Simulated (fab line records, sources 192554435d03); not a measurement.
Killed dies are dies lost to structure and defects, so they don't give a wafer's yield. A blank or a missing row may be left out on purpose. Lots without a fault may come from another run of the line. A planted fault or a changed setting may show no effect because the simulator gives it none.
Chamber matching | flow n5_finfet | N5_MOL_CONTACT_COAG_ETCHBACK_135 on rie_diel-05: 3 sister chambers
The step etches SiO2 in CHF3, target depth 25 nm, time 16.7 s. 14 wafers are shown with their chamber, then 5 later ones without.

WAFERS WITH THEIR CHAMBER
wafer  | chamber | throttle_valve_pct (%) | showerhead_plenum_p_Torr (Torr) | oes_f_703_au (a.u.)
L077.1 | 0       | 18.24                  | 2.51                            | 0.95
L077.4 | 1       | 19.21                  | 2.50                            | 0.77
L077.6 | 0       | 18.26                  | 2.51                            | 0.94
L078.1 | 1       | 19.21                  | 2.50                            | 0.77
L078.3 | 3       | 18.32                  | 2.45                            | 0.74
L078.6 | 0       | 18.27                  | 2.51                            | 0.94
L080.3 | 3       | 18.34                  | 2.44                            | 0.73
L080.4 | 1       | 19.23                  | 2.50                            | 0.75
L080.5 | 3       | 18.32                  | 2.44                            | 0.74
L081.1 | 1       | 19.24                  | 2.50                            | 0.75
L081.5 | 3       | 18.37                  | 2.44                            | 0.74
L081.6 | 0       | 18.26                  | 2.51                            | 0.91
L082.1 | 3       | 18.33                  | 2.44                            | 0.73
L082.5 | 3       | 18.34                  | 2.44                            | 0.73

SIGNATURES (means of the wafers above)
reading                  | chamber 0 | chamber 1 | chamber 3 | scatter within a chamber
throttle_valve_pct       | 18.2575   | 19.2225   | 18.3367   | 0.0162
showerhead_plenum_p_Torr | 2.5100    | 2.5000    | 2.4417    | 0.00275
oes_f_703_au             | 0.9350    | 0.7600    | 0.7350    | 0.0115
Rule: a wafer's distance from a chamber is the root of the sum, over the readings, of the square of ((its reading less the chamber's mean) divided by the reading's scatter). The wafer belongs to the nearest chamber; if the next one is less than 2 further off, it can't be placed. The scatter: the root of (the sum of the squares of (reading less its chamber's mean) over the shown wafers, divided by (wafers less chambers)).

WAFERS WITHOUT THEIR CHAMBER
wafer  | throttle_valve_pct (%) | showerhead_plenum_p_Torr (Torr) | oes_f_703_au (a.u.)
L092.1 | 18.31                  | 2.50                            | 0.87
L092.4 | 19.29                  | 2.49                            | 0.74
L092.6 | 18.30                  | 2.50                            | 0.87
L093.3 | 18.39                  | 2.43                            | 0.72
L093.5 | 19.29                  | 2.49                            | 0.73

WHICH CHAMBER EACH WENT THROUGH
wafer  | from the rows above | in truth
L092.1 | 0                   | 0
L092.4 | 1                   | 1
L092.6 | 0                   | 0
L093.3 | 3                   | 3
L093.5 | 1                   | 1
Placed correctly: 5 of 5. Can't be placed from these rows: 0. Placed wrongly: 0.
